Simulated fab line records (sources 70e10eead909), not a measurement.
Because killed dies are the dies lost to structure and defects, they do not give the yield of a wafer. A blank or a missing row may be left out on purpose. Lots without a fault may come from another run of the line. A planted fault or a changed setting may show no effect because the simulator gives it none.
fab line records | flow nand-harc
[record] lots = 7 wafers = 21 last-day = 33
route steps=1302 shown A_CHANNEL_HOLE_D1@457
lots that met no fault: taken from a fault-free run of the same line
start-h: hours from the record's first day to the start of the lot's first wafer shown | wait-h: hours from the lot's prior step to this one | " unchanged from the row above | L1.1+2: several wafers, shown together as one row | - value missing, or start not given | * or withheld: withheld | < > ~ a bound
route shown NAME@n: names a module that has steps shown in the file, with the first one's number in the route | usual: mean/standard deviation taken from wafers without a fault | same: alike in all rows | chamber/n: place in a boat | sites: each site's reading | _std_site: the standard deviation of these | _edge_site: mean of outer sites minus mean of inner sites | radius-mm: how far each site lies from the wafer's centre | mask NAME#n: copy n | behind: the tool/chamber that last shaped the wafer | hold: why the lot went on hold/how many hours it stayed there/how the hold came to an end | device: transistor that didn't switch, given as n, p or np | end of line: tests run on the same wafers once the route is complete | a step without rows: its recipe alone | killed: dies lost to structure and defects at the first sort, not the wafer's yield | map: shows each die of a wafer: x if killed, . if not, _ if none is there
set.NAME: the setting the step ran with; set.NAME@STEP: the setting that earlier step ran with | model.NAME: the simulator's own value behind a step, which no gauge read
certain route steps with their lots: each step a table, each wafer a row
services: when a tool's chamber went out of use (start-h, in hours from the record's first day, below 0 if earlier), for how many hours, and the reason
[[steps]]
[step NHARC_A_CHANNEL_HOLE_D1_SOFTBAKE_05]
[recipe] temp-c = 105 time-s = 55
[step NHARC_A_CHANNEL_HOLE_D1_EBR_06]
[step NHARC_A_CHANNEL_HOLE_D1_EXPOSE_07]
[recipe] na = 1.35 target-cd-nm = 100 sigma-outer = 0.3 dose-mj = 59.65 mask-id = HOLE_D1
[step NHARC_A_CHANNEL_HOLE_D1_PEB_08]
[recipe] peb-temp-c = 100 peb-time-s = 65
[step NHARC_A_CHANNEL_HOLE_D1_DEVELOP_09]
[recipe] develop-time-s = 35 dev-temp-c = 23
[step NHARC_A_CHANNEL_HOLE_D1_CD_MEAS_10]
[recipe] target-cd-nm = 100 landing-energy-ev = 500
[usual] cd-nm = 100.0/0.45
// columns lot.wafer tool chamber start-h wait-h cd-nm
L107.1 cd-sem-01 0 199.75 - 99.5
L107.2 " 0 " " 99.6
L107.4 " 0 " " 99.6
L113.1 cd-sem-02 0 265.34 - 100.0
L113.2 " 0 " " 100.0
L113.5 " 0 " " 99.6
L121.2 cd-sem-03 0 338.67 - 100.0
L121.4 " 0 " " 100.2
L121.6 " 0 " " 99.7
L122.2 cd-sem-01 0 350.00 - 100.5
L122.4 " 0 " " 100.0
L122.5 " 0 " " 100.0
L123.4 cd-sem-01 0 359.15 - 99.9
L123.5 " 0 " " 100.1
L123.6 " 0 " " 100.0
L125.2 cd-sem-03 0 381.88 - 99.4
L125.3 " 0 " " 99.8
L125.5 " 0 " " 99.9
L126.2 cd-sem-03 0 389.12 - 100.1
L126.4 " 0 " " 100.0
L126.6 " 0 " " 100.3
[step NHARC_A_CHANNEL_HOLE_D1_OVL_MEAS_11]
[usual] overlay-x-nm = 0.2/0.92 overlay-y-nm = -0.1/0.86
// columns lot.wafer tool chamber start-h wait-h overlay-x-nm overlay-y-nm
L107.1 overlay-02 - 199.83 - 2.6 -0.7
L107.2 " - " " 2.5 -0.8
L107.4 " - " " 3.3 -0.4
L113.1 overlay-02 - 265.43 - 0.6 -0.3
L113.2 " - " " 0.3 -0.5
L113.5 " - " " 0.9 -0.2
L121.2 overlay-02 - 338.76 - -1.2 -0.7
L121.4 " - " " -1.1 -1.4
L121.6 " - " " -1.4 -1.7
L122.2 overlay-01 - 350.08 - -0.8 0.4
L122.4 " - " " 0.0 0.5
L122.5 " - " " -0.6 0.0
L123.4 overlay-01 - 359.23 - -1.0 0.8
L123.5 " - " " -0.6 0.6
L123.6 " - " " -0.6 0.6
L125.2 overlay-01 - 381.96 - 0.0 0.4
L125.3 " - " " -0.5 0.5
L125.5 " - " " -0.4 -0.4
L126.2 overlay-02 - 389.21 - 0.5 0.4
L126.4 " - " " 0.7 0.1
L126.6 " - " " 0.8 0.2
[step NHARC_A_CHANNEL_HOLE_D1_INSPECT_12]
[usual] raw-defect-count = 6.2/2.7
// columns lot.wafer tool chamber start-h wait-h raw-defect-count
L107.1 defect-inspect-02 - 199.87 0.0 2
L107.2 " - " " 9
L107.4 " - " " 8
L113.1 defect-inspect-02 - 265.46 0.0 10
L113.2 " - " " 10
L113.5 " - " " 1
L121.2 defect-inspect-01 - 338.79 0.0 11
L121.4 " - " " 13
L121.6 " - " " 10
L122.2 defect-inspect-02 - 350.12 0.0 5
L122.4 " - " " 5
L122.5 " - " " 2
L123.4 defect-inspect-02 - 359.27 0.0 3
L123.5 " - " " 8
L123.6 " - " " 7
L125.2 defect-inspect-02 - 382.00 0.0 3
L125.3 " - " " 3
L125.5 " - " " 5
L126.2 defect-inspect-02 - 389.24 0.0 7
L126.4 " - " " 8
L126.6 " - " " 6
[step NHARC_A_CHANNEL_HOLE_D1_DESCUM_15]
[recipe] time-s = 3 o2-flow-sccm = 200 ar-flow-sccm = 0 bias-power-w = 0 chemistry = O2
[usual] drypump-motor-current-A = 5.7/0.65 oes-product-au = 0.999/0.0074 rf-vpp-V = 57.6/0.85 showerhead-plenum-p-Torr = 1.86/0.076 throttle-valve-pct = 11.311/0.009
// columns lot.wafer tool chamber start-h wait-h drypump-motor-current-A oes-product-au rf-hours-counter-h rf-vpp-V showerhead-plenum-p-Torr throttle-valve-pct
L107.1 rie-diel-01 0 199.93 0.1 4.8 0.993 48 57.0 1.78 11.314
L107.2 " 3 " " 6.0 0.996 50 56.6 1.80 11.314
L107.4 " 0 " " 4.8 1.007 - 56.9 1.78 11.317
L113.1 rie-diel-11 3 265.53 0.1 5.0 1.007 0 56.8 1.79 11.305
L113.2 " 0 " " 5.9 0.997 0 58.4 1.94 11.315
L113.5 " 2 " " 5.2 0.997 - 56.3 1.86 11.308
L121.2 rie-diel-11 1 338.86 0.1 6.7 0.999 6 58.0 1.83 11.333
L121.4 " 3 " " 5.1 1.000 7 56.7 1.79 11.325
L121.6 " 1 " " 6.8 1.004 - 57.3 1.83 11.327
L122.2 rie-diel-11 1 350.20 0.1 6.7 0.992 8 58.1 1.83 11.304
L122.4 " 2 " " 5.2 1.011 8 57.4 1.86 11.323
L122.5 " 3 " " 5.0 0.999 - 58.3 1.79 11.301
L123.4 rie-diel-11 1 359.35 0.1 6.7 0.999 8 58.7 1.83 11.300
L123.5 " 2 " " 5.2 1.008 - 58.3 1.86 11.325
L123.6 " 3 " " 5.1 0.994 - 57.7 1.79 11.310
L125.2 rie-diel-11 2 382.07 0.1 5.2 1.004 9 57.1 1.86 11.313
L125.3 " 3 " " 5.0 1.002 9 57.3 1.79 11.311
L125.5 " 1 " " 6.7 0.993 - 58.3 1.83 11.305
L126.2 rie-diel-11 0 389.31 0.1 5.9 1.000 10 57.9 1.94 11.312
L126.4 " 2 " " 5.2 1.012 10 57.2 1.86 11.317
L126.6 " 1 " " 6.7 1.000 - 56.2 1.83 11.310
[step NHARC_A_CHANNEL_HOLE_D1_ETCH_38]
[recipe] target-depth-a = 390 over-etch-frac = 0.3 time-s = 65 ion-energy-ev = 80 cf4-flow-sccm = 150 ar-flow-sccm = 0 rf-w = 300 bias-w = 100 chemistry = CF4
[usual] bias-w = 100.03/0.3 cf4-flow-sccm = 150.0/0.42 drypump-motor-current-A = 5.7/0.65 oes-product-au = 1.000/0.0071 rf-vpp-V = 150.6/1.2 showerhead-plenum-p-Torr = 1.72/0.065 throttle-valve-pct = 13.283/0.0094
// columns lot.wafer tool chamber start-h wait-h bias-w cf4-flow-sccm drypump-motor-current-A oes-product-au rf-hours-counter-h rf-vpp-V showerhead-plenum-p-Torr throttle-valve-pct
L107.2 rie-diel-01 3 200.04 0.1 100.35 149.3 6.0 0.990 50 149.7 1.67 13.275
L107.1 " 0 " " 100.27 149.5 4.8 0.997 48 149.4 1.65 13.294
L107.4 " 0 " " 100.12 148.9 4.8 1.004 - 148.8 1.65 13.274
L113.2 rie-diel-11 0 265.62 0.1 99.98 149.9 5.9 0.989 0 151.6 1.79 13.261
L113.1 " 2 " " 100.25 150.5 5.2 1.008 0 151.5 1.72 13.287
L113.5 " 0 " " 99.66 150.0 5.9 1.001 - 151.9 1.79 13.275
L121.4 rie-diel-11 2 338.94 0.1 99.28 150.2 5.2 1.004 6 150.2 1.72 13.287
L121.2 " 0 " " 100.05 149.6 5.9 0.992 6 149.9 1.79 13.287
L121.6 " 2 " " 99.48 150.4 5.2 1.007 - 151.6 1.72 13.282
L122.2 rie-diel-11 0 350.27 0.1 99.90 150.0 5.9 0.995 7 151.2 1.79 13.284
L122.4 " 1 " " 99.86 149.3 6.7 0.994 8 150.7 1.70 13.296
L122.5 " 0 " " 100.09 150.3 5.9 1.004 - 152.4 1.79 13.270
L123.4 rie-diel-11 1 359.41 0.1 100.24 149.6 6.7 1.000 8 151.1 1.70 13.284
L123.6 " 1 " " 100.09 149.9 6.7 0.999 - 150.7 1.70 13.283
L123.5 " 2 " " 100.09 150.2 5.2 1.009 - 149.9 1.72 13.283
L125.2 rie-diel-11 1 382.15 0.1 100.50 150.5 6.7 0.993 9 151.4 1.70 13.280
L125.3 " 2 " " 100.25 150.1 5.2 1.004 9 152.4 1.72 13.285
L125.5 " 1 " " 100.26 150.3 6.7 1.003 - 150.8 1.70 13.291
L126.2 rie-diel-11 0 389.40 0.1 99.77 150.7 5.9 1.004 10 151.1 1.79 13.288
L126.4 " 1 " " 99.40 149.1 6.7 0.999 10 150.3 1.70 13.280
L126.6 " 3 " " 100.07 149.6 5.0 1.001 - 149.8 1.66 13.290
[step NHARC_A_CHANNEL_HOLE_D1_ETCH_39]
[recipe] target-depth-a = 2600 over-etch-frac = 0.3 time-s = 325 ion-energy-ev = 200 n2-flow-sccm = 150 h2-flow-sccm = 150 ar-flow-sccm = 0 rf-w = 400 bias-w = 150 chemistry = N2/H2
[usual] bias-w = 149.9/0.47 chamber-pressure-mTorr = 30.000/0.027 drypump-motor-current-A = 5.7/0.65 n2-flow-sccm = 150.0/0.45 oes-product-au = 1.001/0.0079 rf-vpp-V = 428.9/2.5 showerhead-plenum-p-Torr = 1.98/0.084 throttle-valve-pct = 14.172/0.0081
// columns lot.wafer tool chamber start-h wait-h bias-w chamber-pressure-mTorr drypump-motor-current-A n2-flow-sccm oes-product-au rf-hours-counter-h rf-vpp-V showerhead-plenum-p-Torr throttle-valve-pct
L107.2 rie-diel-01 3 - - 150.1 30.044 6.0 149.4 0.995 50 425.2 1.92 14.174
L107.1 " 0 " " 150.0 30.012 4.8 150.6 1.004 48 427.5 1.89 14.187
L107.4 " 0 " " 150.4 29.998 4.8 150.1 1.000 - 427.5 1.89 14.172
L113.2 rie-diel-11 1 - - 150.5 29.984 6.7 149.3 0.997 0 428.0 1.95 14.174
L113.1 " 2 " " 149.6 30.027 5.2 150.2 0.996 0 428.2 1.98 14.164
L113.5 " 0 " " 149.8 29.946 5.9 149.4 0.987 - 432.7 2.07 14.170
L121.4 rie-diel-11 2 - - 151.0 29.983 5.2 150.6 1.006 7 427.7 1.98 14.177
L121.2 " 3 " " 150.3 30.049 5.0 149.4 1.002 7 426.9 1.91 14.177
L121.6 " 3 " " 149.9 30.028 5.1 150.3 0.999 - 426.6 1.91 14.176
L122.4 rie-diel-11 2 - - 150.6 30.026 5.2 149.7 1.000 8 429.2 1.98 14.163
L122.2 " 0 " " 149.8 30.040 5.9 150.3 1.003 7 431.6 2.07 14.167
L122.5 " 1 " " 149.8 30.045 6.7 150.5 1.008 - 428.4 1.95 14.177
L123.4 rie-diel-11 2 - - 149.1 29.990 5.2 150.3 1.005 9 428.1 1.98 14.166
L123.5 " 3 " " 150.6 29.979 5.1 149.9 0.992 - 427.3 1.91 14.192
L123.6 " 0 " " 149.8 30.007 5.9 149.7 1.005 - 431.9 2.07 14.171
L125.2 rie-diel-11 0 - - 150.2 30.010 5.9 149.7 1.005 9 432.5 2.07 14.172
L125.3 " 1 " " 150.2 29.978 6.7 149.9 1.003 9 427.8 1.95 14.174
L125.5 " 1 " " 149.9 30.062 6.7 150.0 0.992 - 429.9 1.95 14.171
L126.2 rie-diel-11 3 - - 150.2 30.032 5.1 150.0 0.995 10 425.8 1.91 14.166
L126.4 " 0 " " 149.4 29.979 5.9 150.1 0.994 10 430.9 2.06 14.160
L126.6 " 2 " " 149.7 29.967 5.2 150.3 1.006 - 427.4 1.98 14.170
[step NHARC_A_CHANNEL_HOLE_D1_ETCH_34]
[recipe] target-depth-a = 1540 time-s = 77 cf4-flow-sccm = 100 chf3-flow-sccm = 30 ar-flow-sccm = 0 rf-w = 500 bias-w = 200 chemistry = CF4/CHF3
[usual] bias-w = 200.0/0.63 cf4-flow-sccm = 100.0/0.32 drypump-motor-current-A = 5.8/0.64 oes-product-au = 0.942/0.022 rf-vpp-V = 369.2/2.1 showerhead-plenum-p-Torr = 1.54/0.058 throttle-valve-pct = 16.802/0.0093
// columns lot.wafer tool chamber start-h wait-h bias-w cf4-flow-sccm drypump-motor-current-A oes-product-au rf-hours-counter-h rf-vpp-V showerhead-plenum-p-Torr throttle-valve-pct
L107.2 rie-diel-01 0 - - 200.1 100.2 4.8 0.921 48 367.2 1.47 16.799
L107.1 " 1 " " 200.3 100.0 6.2 0.919 46 372.6 1.65 16.805
L107.4 " 1 " " 199.8 99.9 6.2 0.926 - 374.1 1.65 16.807
L113.1 rie-diel-11 0 - - 199.7 100.3 5.9 0.971 0 372.0 1.59 16.815
L113.2 " 1 " " 200.0 100.1 6.7 0.973 0 367.9 1.51 16.791
L113.5 " 0 " " 199.7 100.3 5.9 0.968 - 371.4 1.59 16.805
L121.2 rie-diel-11 2 - - 199.5 100.1 5.2 0.934 7 367.9 1.53 16.799
L121.4 " 0 " " 200.1 100.4 5.9 0.931 7 372.0 1.59 16.796
L121.6 " 1 " " 199.2 99.6 6.7 0.927 - 368.3 1.51 16.811
L122.4 rie-diel-11 0 - - 200.1 100.5 5.9 0.930 8 370.7 1.59 16.802
L122.2 " 1 " " 198.8 100.0 6.7 0.925 8 368.5 1.51 16.811
L122.5 " 0 " " 200.1 99.7 5.8 0.921 - 371.7 1.59 16.811
L123.4 rie-diel-11 2 - - 200.0 99.9 5.2 0.921 9 369.1 1.53 16.824
L123.5 " 1 " " 199.1 99.3 6.7 0.915 - 369.2 1.51 16.822
L123.6 " 2 " " 200.6 99.7 5.2 0.918 - 369.8 1.53 16.799
L125.3 rie-diel-11 0 - - 199.0 100.0 5.8 0.980 9 371.0 1.59 16.805
L125.2 " 2 " " 198.6 99.6 5.2 0.960 9 370.9 1.53 16.796
L125.5 " 1 " " 201.2 99.7 6.7 0.956 - 368.4 1.51 16.802
L126.2 rie-diel-11 1 - - 199.2 99.7 6.7 0.930 10 368.6 1.51 16.805
L126.4 " 3 " " 199.7 100.0 5.0 0.931 10 366.9 1.48 16.803
L126.6 " 0 " " 201.7 100.4 5.9 0.925 - 372.4 1.59 16.802
[step NHARC_A_CHANNEL_HOLE_D1_ETCH_16]
[recipe] target-depth-a = 31000 over-etch-frac = 0.3 time-s = 806 ion-energy-ev = 150 o2-flow-sccm = 400 cos-flow-sccm = 20 ar-flow-sccm = 0 rf-w = 500 bias-w = 300 chemistry = O2/COS
[usual] bias-w = 300.0/0.9 chamber-pressure-mTorr = 20.001/0.018 drypump-motor-current-A = 5.6/0.65 oes-product-au = 1.001/0.0076 rf-vpp-V = 313.0/1.9 showerhead-plenum-p-Torr = 3.04/0.11 throttle-valve-pct = 28.330/0.0097
// columns lot.wafer tool chamber start-h wait-h bias-w chamber-pressure-mTorr drypump-motor-current-A oes-product-au rf-hours-counter-h rf-vpp-V showerhead-plenum-p-Torr throttle-valve-pct
L107.1 rie-diel-01 3 200.63 - 297.8 20.013 6.1 1.003 50 313.4 2.95 28.331
L107.2 " 0 " " 300.5 20.017 4.9 1.005 48 310.2 2.92 28.322
L107.4 " 1 " " 301.2 20.017 6.2 1.003 - 316.9 3.28 28.345
L113.2 rie-diel-11 0 266.17 - 300.1 20.026 5.9 0.998 0 314.9 3.16 28.335
L113.1 " 1 " " 299.7 20.004 6.7 0.995 0 311.7 3.00 28.326
L113.5 " 2 " " 301.0 20.001 5.2 1.013 - 313.1 3.04 28.340
L121.2 rie-diel-11 1 339.38 - - - - - - - - -
L121.4 " 3 " " - - - - - - - -
L121.6 " 2 " " - - - - - - - -
L122.4 rie-diel-11 0 350.83 - - - - - - - - -
L122.2 " 1 " " - - - - - - - -
L122.5 " 2 " " - - - - - - - -
L123.4 rie-diel-11 0 359.91 - - - - - - - - -
L123.6 " 3 " " - - - - - - - -
L123.5 " 0 " " - - - - - - - -
L125.3 rie-diel-11 2 382.58 - 300.9 19.976 5.2 1.017 10 313.5 3.04 28.324
L125.2 " 3 " " 299.6 19.974 5.1 1.003 10 313.2 2.93 28.325
L125.5 " 2 " " 298.7 20.015 5.2 1.000 - 313.2 3.04 28.326
L126.2 rie-diel-11 2 389.85 - 299.2 20.009 5.2 1.010 10 313.4 3.04 28.346
L126.4 " 1 " " 299.1 19.996 6.7 1.002 10 312.5 3.00 28.318
L126.6 " 3 " " 301.5 19.978 5.0 0.999 - 311.0 2.93 28.323
[step NHARC_A_CHANNEL_HOLE_D1_CD_MEAS_18]
[usual] cd-nm = 99.2/1.6
// columns lot.wafer tool chamber start-h wait-h cd-nm
L107.1 cd-sem-01 - 201.24 - 99.1
L107.2 " - " " 100.1
L107.4 " - " " 96.7
L113.1 cd-sem-03 - 266.62 - 100.2
L113.2 " - " " 99.9
L113.5 " - " " 99.2
L121.2 cd-sem-02 - 339.97 - 100.7
L121.4 " - " " 99.0
L121.6 " - " " 98.8
L122.2 cd-sem-02 - 351.29 - 99.9
L122.4 " - " " 98.6
L122.5 " - " " 97.4
L123.4 cd-sem-01 - 360.45 - 101.1
L123.5 " - " " 100.3
L123.6 " - " " 99.8
L125.2 cd-sem-01 - 383.16 - 99.2
L125.3 " - " " 98.8
L125.5 " - " " 98.6
L126.2 cd-sem-01 - 390.43 - 97.4
L126.4 " - " " 97.3
L126.6 " - " " 97.5
[[services]]
// columns tool chamber start-h hours kind
rie-diel-11 0 185.51 - clean
rie-diel-11 1 185.51 - clean
rie-diel-11 2 185.51 - clean
rie-diel-11 3 185.51 - clean
rie-diel-01 2 194.74 21.1 repair
rie-diel-01 - 203.80 9.0 pm
rie-diel-11 0 210.01 - clean
rie-diel-11 1 210.01 - clean
rie-diel-11 2 210.01 - clean
rie-diel-11 3 210.01 - clean
rie-diel-11 0 234.51 - clean
rie-diel-11 1 234.51 - clean
rie-diel-11 2 234.51 - clean
rie-diel-11 3 234.51 - clean
rie-diel-11 - 255.51 9.0 pm
rie-diel-11 0 255.51 9.0 vent-cycle
rie-diel-11 1 255.51 9.0 vent-cycle
rie-diel-11 2 255.51 9.0 vent-cycle
rie-diel-11 3 255.51 9.0 vent-cycle
rie-diel-11 0 264.51 - clean
rie-diel-01 2 287.60 22.0 repair
rie-diel-01 3 301.18 2.0 repair
rie-diel-01 2 354.91 5.2 repair
rie-diel-01 - 380.80 9.0 pm
[[key]]
[first-sign] step = NHARC_A_CHANNEL_HOLE_D1_ETCH_16 reading = tool-record direction = missing
effect none on later readings
met-at NHARC_A_CHANNEL_HOLE_D1_ETCH_16
struck-wafers L121.2,L121.4,L121.6,L122.2,L122.4,L122.5,L123.4,L123.5,L123.6
later-rows-left-out L121.2,L121.4,L121.6,L122.2,L122.4,L122.5,L123.4,L123.5,L123.6
sort-left-out L121.2,L121.4,L121.6,L122.2,L122.4,L122.5,L123.4,L123.5,L123.6
tester-left-out L121,L122,L123
onset-between 266.17 339.38
[fault] kind = skipped-step-whole tool = rie-diel-11 chamber = - onset-h = 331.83 steps = NHARC_A_CHANNEL_HOLE_D1_ETCH_16 scope = struck-lots-only
// tester-left-out: of these lots the tester's yield and bins aren't shown, on N5 and GAA mostly nor the transistor test; their killed dies are dies lost to structure and defects alone, not to doping, threshold or leakage, so they don't give the yield
// sort-left-out: the simulated sort isn't trusted on such a fault, so these wafers' sort isn't shown, and their yield isn't known
// later-rows-left-out: the simulator's readings of these wafers behind a module that went badly wrong aren't trusted and aren't shown, but for the sort
